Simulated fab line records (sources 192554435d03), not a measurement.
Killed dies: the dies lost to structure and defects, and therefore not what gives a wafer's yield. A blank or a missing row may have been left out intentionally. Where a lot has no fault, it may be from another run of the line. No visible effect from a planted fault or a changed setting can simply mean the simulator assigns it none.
Chamber matching    flow n5-finfet    N5_BEOL_M10_STRIP_67 on rie-diel-02: 4 sister chambers
The step strips in CF4. 4 wafers are shown with their chamber, then 9 later ones without.

## EACH WAFER AND ITS CHAMBER
wafer   chamber  showerhead-plenum-p-Torr (Torr)
L088.5  1        1.83
L089.3  3        1.84
L089.4  0        1.69
L089.5  2        1.84

## WAFERS WITH NO CHAMBER GIVEN
wafer   showerhead-plenum-p-Torr (Torr)
L091.1  1.82
L091.3  1.83
L091.4  1.82
L093.1  1.69
L093.2  1.83
L093.3  1.82
L095.2  1.82
L095.4  1.69
L095.5  1.82

## CHAMBER TAKEN BY EACH
wafer   from the rows above           in truth
L091.1  can't be placed: 1 or 2 or 3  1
L091.3  can't be placed: 1 or 2 or 3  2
L091.4  can't be placed: 1 or 2 or 3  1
L093.1  0                             0
L093.2  can't be placed: 1 or 2 or 3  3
L093.3  can't be placed: 1 or 2 or 3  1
L095.2  can't be placed: 1 or 2 or 3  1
L095.4  0                             0
L095.5  can't be placed: 1 or 2 or 3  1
Correctly placed: 2 of 9. From these rows, 7 cannot be placed; in 7 the true chamber is one of the candidates. Number placed wrongly: 0.
How it was worked out, from the rows above alone: a wafer's distance from a chamber is the root of the sum, over the readings, of the square of ((its reading less the chamber's mean) divided by the reading's scatter). If the next closest chamber is less than 2 further off than the closest, the wafer can't be placed; otherwise it belongs to the closest. A chamber's mean is the mean of its shown wafers. The scatter: root of mean squared gap, hidden wafer to nearest shown wafer, with one shown wafer a chamber.
